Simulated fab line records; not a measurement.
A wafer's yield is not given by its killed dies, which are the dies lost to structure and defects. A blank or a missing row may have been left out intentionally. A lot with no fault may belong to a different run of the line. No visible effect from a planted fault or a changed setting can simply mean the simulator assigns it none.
fab line records + flow n5-finfet
record:
- lots: 6
- wafers: 18
- last-day: 17
route steps=1938 shown BEOL_M15@1811
lots that met no fault: from a run of the same line without faults
start-h: the number of hours between the record's first day and the start of the first shown wafer of the lot + wait-h: how many hours have passed since the lot's step before this one + " same as the row above + L1.1+2: one row covering several wafers at once + - value missing, or start not given + * or withheld: withheld + < > ~ a bound
route shown NAME@n: NAME is a module with steps in the file, n the number in the route of the first one + usual: average and standard deviation across the fault-free wafers + same: alike in all rows + chamber/n: place in a boat + sites: readings site by site + _std_site: standard deviation across them + _edge_site: the outer-site mean with the inner-site mean subtracted + radius-mm: for every site, how far away it sits from the centre of the wafer + mask NAME#n: copy n + behind: the most recent tool/chamber to have shaped the wafer + hold: the reason the lot was held/the length of the hold in hours/how it ended + device: whichever transistor did not switch (one of n, p or np) + end of line: the route-end tests of the same wafers + step lacking rows: just its recipe + killed: dies lost to structure and defects at the first sort, not the wafer's yield + map: dies across one wafer; x = killed, . = not, _ = none there
set.NAME: the run value of the setting; set.NAME@STEP: its run value at that earlier step + model.NAME: the simulator's own value behind a step, which no gauge read
certain route steps with their lots: each step a table, each wafer a row
services: when a tool's chamber went out of use (start-h, in hours from the record's first day, below 0 if earlier), for how many hours, and the reason
== steps ==
step: N5_BEOL_M15_STRIP_36
recipe:
- chemistry: O2
- power-w: 600
- temp-c: 60
- pressure-mtorr: 30
- rf-frequency-hz: 6e+07
- bias-power-w: 0
- overash-fraction: 0.3
- o2-flow-sccm: 225
step: N5_BEOL_M15_STRIP_62
recipe:
- chemistry: O2
- power-w: 600
- temp-c: 60
- pressure-mtorr: 30
- rf-frequency-hz: 6e+07
- bias-power-w: 0
- overash-fraction: 0.3
- o2-flow-sccm: 225
usual:
- drypump-motor-current-A: 5.7/0.37
- oes-product-au: 0.79/0.07
- rf-vpp-V: 3.7/0.49
- showerhead-plenum-p-Torr: 2.10/0.045
- throttle-valve-pct: 16.62/0.22
| lot.wafer | tool        | chamber | start-h | wait-h | drypump-motor-current-A | oes-product-au | rf-hours-counter-h | rf-vpp-V | showerhead-plenum-p-Torr | throttle-valve-pct |
|-----------|-------------|---------|---------|--------|-------------------------|----------------|--------------------|----------|--------------------------|--------------------|
| L977.1    | rie-diel-01 | 3       | -       | -      | 5.1                     | 0.93           | 25                 | 4.0      | 2.13                     | 16.32              |
| L977.2    | "           | 0       | "       | "      | 5.6                     | 0.73           | 165                | 4.1      | 2.10                     | 16.71              |
| L977.5    | "           | 0       | "       | "      | 5.6                     | 0.74           | -                  | 3.8      | 2.10                     | 16.73              |
| L980.2    | rie-diel-03 | 0       | -       | -      | 6.2                     | 0.75           | 163                | 4.1      | 2.01                     | 16.48              |
| L980.3    | "           | 1       | "       | "      | 6.1                     | 0.72           | 193                | 3.0      | 2.18                     | 16.73              |
| L980.5    | "           | 3       | "       | "      | 6.2                     | 0.84           | -                  | 4.3      | 2.13                     | 16.59              |
| L981.1    | rie-diel-03 | 3       | -       | -      | 6.2                     | 0.84           | 80                 | 3.2      | 2.13                     | 16.59              |
| L981.2    | "           | 1       | "       | "      | 6.2                     | 0.71           | 198                | 4.0      | 2.17                     | 16.73              |
| L981.3    | "           | 0       | "       | "      | 6.2                     | 0.75           | 168                | 3.1      | 2.00                     | 16.50              |
| L996.1    | rie-diel-01 | 1       | -       | -      | 5.7                     | 0.78           | 140                | 4.6      | 2.11                     | 16.72              |
| L996.3    | "           | 2       | "       | "      | 5.7                     | 0.76           | 124                | 3.3      | 2.02                     | 16.48              |
| L996.6    | "           | 3       | "       | "      | 5.2                     | 0.85           | -                  | 3.8      | 2.12                     | 16.40              |
| L997.3    | rie-diel-01 | 3       | -       | -      | 5.2                     | 0.86           | 66                 | 3.9      | 2.12                     | 16.42              |
| L997.4    | "           | 1       | "       | "      | 5.7                     | 0.78           | 140                | 4.0      | 2.11                     | 16.71              |
| L997.6    | "           | 1       | "       | "      | 5.7                     | 0.78           | -                  | 3.2      | 2.11                     | 16.73              |
| L995.3    | rie-diel-01 | 1       | -       | -      | 5.7                     | 0.78           | 141                | 4.5      | 2.11                     | 16.74              |
| L995.5    | "           | 2       | "       | "      | 5.7                     | 0.76           | -                  | 3.7      | 2.02                     | 16.50              |
| L995.6    | "           | 3       | "       | "      | 5.1                     | 0.86           | -                  | 4.0      | 2.12                     | 16.41              |
step: N5_BEOL_M15_STRIP_37
recipe:
- chemistry: O2
- power-w: 600
- temp-c: 60
- pressure-mtorr: 30
- rf-frequency-hz: 6e+07
- bias-power-w: 0
- overash-fraction: 0.3
- o2-flow-sccm: 225
usual:
- drypump-motor-current-A: 5.7/0.37
- oes-product-au: 0.79/0.069
- rf-vpp-V: 3.6/0.7
- showerhead-plenum-p-Torr: 2.10/0.045
- throttle-valve-pct: 16.62/0.22
| lot.wafer | tool        | chamber | start-h | wait-h | drypump-motor-current-A | oes-product-au | rf-hours-counter-h | rf-vpp-V | showerhead-plenum-p-Torr | throttle-valve-pct |
|-----------|-------------|---------|---------|--------|-------------------------|----------------|--------------------|----------|--------------------------|--------------------|
| L977.1    | rie-diel-01 | 3       | -       | -      | 5.1                     | 0.92           | 25                 | 2.8      | 2.13                     | 16.33              |
| L977.2    | "           | 0       | "       | "      | 5.6                     | 0.75           | 165                | 3.4      | 2.10                     | 16.72              |
| L977.5    | "           | 0       | "       | "      | 5.6                     | 0.73           | -                  | 3.4      | 2.10                     | 16.73              |
| L980.2    | rie-diel-03 | 0       | -       | -      | 6.2                     | 0.76           | 163                | 2.8      | 2.01                     | 16.49              |
| L980.3    | "           | 1       | "       | "      | 6.1                     | 0.70           | 193                | 3.3      | 2.18                     | 16.73              |
| L980.5    | "           | 3       | "       | "      | 6.2                     | 0.84           | -                  | 4.4      | 2.13                     | 16.59              |
| L981.1    | rie-diel-03 | 3       | -       | -      | 6.2                     | 0.84           | 80                 | 4.0      | 2.13                     | 16.60              |
| L981.2    | "           | 1       | "       | "      | 6.2                     | 0.72           | 198                | 3.0      | 2.17                     | 16.72              |
| L981.3    | "           | 0       | "       | "      | 6.1                     | 0.75           | 168                | 4.3      | 2.00                     | 16.47              |
| L996.1    | rie-diel-01 | 1       | -       | -      | 5.8                     | 0.77           | 140                | 3.1      | 2.11                     | 16.71              |
| L996.3    | "           | 2       | "       | "      | 5.7                     | 0.77           | 124                | 4.3      | 2.02                     | 16.50              |
| L996.6    | "           | 3       | "       | "      | 5.1                     | 0.85           | -                  | 3.2      | 2.12                     | 16.42              |
| L997.3    | rie-diel-01 | 3       | -       | -      | 5.2                     | 0.87           | 66                 | 2.8      | 2.12                     | 16.41              |
| L997.4    | "           | 1       | "       | "      | 5.7                     | 0.78           | 140                | 3.9      | 2.11                     | 16.74              |
| L997.6    | "           | 1       | "       | "      | 5.7                     | 0.78           | -                  | 3.7      | 2.11                     | 16.72              |
| L995.3    | rie-diel-01 | 1       | -       | -      | 5.7                     | 0.78           | 141                | 3.9      | 2.11                     | 16.74              |
| L995.5    | "           | 2       | "       | "      | 5.7                     | 0.77           | -                  | 2.4      | 2.02                     | 16.51              |
| L995.6    | "           | 3       | "       | "      | 5.2                     | 0.86           | -                  | 3.3      | 2.12                     | 16.42              |
step: N5_BEOL_M15_ETCH_38
recipe:
- chemistry: CF4/N2
- target: SiCN
- target-depth-a: 1064
- taper-deg: 2
- time-s: 120.5
- ion-energy-ev: 150
- mask-material: SiO2
- pressure-mtorr: 40
- source-w: 430
- bias-w: 70
- Ar_flow_sccm: 100
- cf4-flow-sccm: 60
- n2-flow-sccm: 60
step: N5_BEOL_M15_PRECLEAN_39
recipe:
- chemistry: residue-remover
- time-s: 60
- temp-c: 40
step: N5_BEOL_M15_SRD_40
recipe:
- time-s: 30
- temp-c: 23
- rinse-liquid: diw
- dry: n2-spin
- spin-rpm: 1500
- dry-time-s: 30
step: N5_BEOL_M15_DEGAS_41
recipe:
- ambient: vacuum
- temp-c: 300
- time-s: 60
usual:
- heater-power-w: 474/57
| lot.wafer | tool           | chamber | start-h | wait-h | heater-power-w |
|-----------|----------------|---------|---------|--------|----------------|
| L977.1    | pvd-sputter-03 | -       | 271.75  | 0.5    | 507            |
| L977.2    | "              | -       | "       | "      | 423            |
| L977.5    | "              | -       | "       | "      | 424            |
| L980.2    | pvd-sputter-02 | -       | 291.80  | 0.5    | 548            |
| L980.3    | "              | -       | "       | "      | 439            |
| L980.5    | "              | -       | "       | "      | 391            |
| L981.1    | pvd-sputter-03 | -       | 300.86  | 0.1    | 493            |
| L981.2    | "              | -       | "       | "      | 421            |
| L981.3    | "              | -       | "       | "      | 414            |
| L996.1    | pvd-sputter-02 | -       | 384.40  | 0.0    | 553            |
| L996.3    | "              | -       | "       | "      | 568            |
| L996.6    | "              | -       | "       | "      | 545            |
| L997.3    | pvd-sputter-02 | -       | 384.95  | 0.0    | 585            |
| L997.4    | "              | -       | "       | "      | 550            |
| L997.6    | "              | -       | "       | "      | 386            |
| L995.3    | pvd-sputter-03 | -       | 386.61  | 0.1    | 487            |
| L995.5    | "              | -       | "       | "      | 493            |
| L995.6    | "              | -       | "       | "      | 469            |
step: N5_BEOL_M15_PRE_CLEAN_42
recipe:
- gas: H2/He
- time-s: 30
- temp-c: 300
step: N5_BEOL_M15_SPUTTER_43
recipe:
- material: TaN
- target-thk-a: 150
- temp-c: 50
- bias-v: 168.6
- power-w: 15000
- chamber-pressure-pa: 0.12
- time-s: 24.19
step: N5_BEOL_M15_SPUTTER_44
recipe:
- material: Ta
- target-thk-a: 150
- temp-c: 50
- bias-v: 80
- power-w: 15000
- chamber-pressure-pa: 0.07
- time-s: 24.19
usual:
- throttle-valve-pct: 30.1/0.39
| lot.wafer | tool           | chamber | start-h | wait-h | throttle-valve-pct |
|-----------|----------------|---------|---------|--------|--------------------|
| L977.1    | pvd-sputter-03 | -       | 271.91  | 0.0    | 29.6               |
| L977.2    | "              | -       | "       | "      | 30.2               |
| L977.5    | "              | -       | "       | "      | 30.2               |
| L980.2    | pvd-sputter-02 | -       | 291.96  | 0.0    | 29.5               |
| L980.3    | "              | -       | "       | "      | 30.4               |
| L980.5    | "              | -       | "       | "      | 30.1               |
| L981.1    | pvd-sputter-03 | -       | 301.02  | 0.0    | 29.8               |
| L981.2    | "              | -       | "       | "      | 30.2               |
| L981.3    | "              | -       | "       | "      | 30.2               |
| L996.1    | pvd-sputter-02 | -       | 384.56  | 0.0    | 29.4               |
| L996.3    | "              | -       | "       | "      | 30.9               |
| L996.6    | "              | -       | "       | "      | 29.3               |
| L997.3    | pvd-sputter-02 | -       | 385.11  | 0.0    | 30.3               |
| L997.4    | "              | -       | "       | "      | 29.9               |
| L997.6    | "              | -       | "       | "      | 30.2               |
| L995.3    | pvd-sputter-03 | -       | 386.77  | 0.0    | 29.5               |
| L995.5    | "              | -       | "       | "      | 29.7               |
| L995.6    | "              | -       | "       | "      | 29.9               |
step: N5_BEOL_M15_SPUTTER_45
recipe:
- material: Cu
- target-thk-a: 1000
- temp-c: -20
- bias-v: 60
- power-w: 26000
- chamber-pressure-pa: 0.13
- time-s: 16.67
step: N5_BEOL_M15_ECD_47
recipe:
- material: Cu
- target-thk-a: 18600
| lot.wafer | tool      | chamber | start-h | wait-h | model.Cu_of_BEOL_M15_ECD_47.thk-nm |
|-----------|-----------|---------|---------|--------|------------------------------------|
| L977.1    | ecd-cu-01 | 1       | 272.11  | 0.1    | 1858                               |
| L977.2    | "         | 0       | "       | "      | 1855                               |
| L977.5    | "         | 1       | "       | "      | 1843                               |
| L980.2    | ecd-cu-01 | 0       | 292.16  | 0.1    | 2426                               |
| L980.3    | "         | 0       | "       | "      | 2416                               |
| L980.5    | "         | 0       | "       | "      | 1866                               |
| L981.1    | ecd-cu-01 | 1       | 301.21  | 0.1    | 1893                               |
| L981.2    | "         | 0       | "       | "      | 2428                               |
| L981.3    | "         | 1       | "       | "      | 2432                               |
| L996.1    | ecd-cu-01 | 0       | 384.75  | 0.1    | 1911                               |
| L996.3    | "         | 1       | "       | "      | 1869                               |
| L996.6    | "         | 0       | "       | "      | 1884                               |
| L997.3    | ecd-cu-02 | 0       | 385.38  | 0.2    | 1883                               |
| L997.4    | "         | 1       | "       | "      | 1907                               |
| L997.6    | "         | 0       | "       | "      | 1887                               |
| L995.3    | ecd-cu-02 | 0       | 387.04  | 0.2    | 1872                               |
| L995.5    | "         | 1       | "       | "      | 1884                               |
| L995.6    | "         | 0       | "       | "      | 1887                               |
step: N5_BEOL_M15_ANNEAL_48
recipe:
- temp-c: 225
- time-s: 90
- ambient: N2
usual:
- wafer_temp_C_max: 226.3/0.71
| lot.wafer | tool          | chamber | start-h | wait-h | wafer_temp_C_max |
|-----------|---------------|---------|---------|--------|------------------|
| L977.1    | rtp-anneal-01 | 0       | 272.35  | 0.2    | 225.8            |
| L977.2    | "             | 0       | "       | "      | 225.6            |
| L977.5    | "             | 0       | "       | "      | 225.8            |
| L980.2    | rtp-anneal-02 | 0       | 292.44  | 0.2    | 226.6            |
| L980.3    | "             | 0       | "       | "      | 226.5            |
| L980.5    | "             | 0       | "       | "      | 226.8            |
| L981.1    | rtp-anneal-02 | 0       | 301.46  | 0.2    | 226.3            |
| L981.2    | "             | 0       | "       | "      | 226.5            |
| L981.3    | "             | 0       | "       | "      | 226.9            |
| L996.1    | rtp-anneal-01 | 0       | 386.93  | 2.1    | 225.8            |
| L996.3    | "             | 0       | "       | "      | 225.6            |
| L996.6    | "             | 0       | "       | "      | 226.1            |
| L997.3    | rtp-anneal-01 | 0       | 387.56  | 2.1    | 226.1            |
| L997.4    | "             | 0       | "       | "      | 225.8            |
| L997.6    | "             | 0       | "       | "      | 225.8            |
| L995.3    | rtp-anneal-02 | 0       | 388.79  | 1.7    | 226.6            |
| L995.5    | "             | 0       | "       | "      | 226.7            |
| L995.6    | "             | 0       | "       | "      | 226.4            |
== services ==
| tool           | chamber | start-h | hours | kind   |
|----------------|---------|---------|-------|--------|
| rie-diel-03    | 2       | 248.66  | 32.5  | repair |
| rie-diel-03    | 3       | 261.12  | 1.6   | repair |
| ecd-cu-02      | -       | 286.42  | 0.3   | repair |
| pvd-sputter-03 | -       | 338.38  | 2.8   | repair |
| rie-diel-03    | 1       | 349.49  | 7.0   | repair |
| rtp-anneal-01  | -       | 373.42  | 8.6   | pm     |
== key ==
first-sign none at tools or gauges
model-effect:
- step: N5_BEOL_M15_ECD_47
- value: Cu_of_BEOL_M15_ECD_47.thk-nm
- without: 1846
- struck: 2426
met-at N5_BEOL_M15_ECD_47
struck-wafers L980.2,L980.3,L981.2,L981.3
onset-between 272.11 292.16
fault:
- kind: process-parameter-drift
- tool: ecd-cu-01
- chamber: -
- onset-h: 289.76
- steps: N5_BEOL_M15_ECD_47
- channel: target-thk-a
- offset: *
- shape: step
- end-h: 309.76
- scope: struck-wafers-only
- acts-in: *
- stated: *
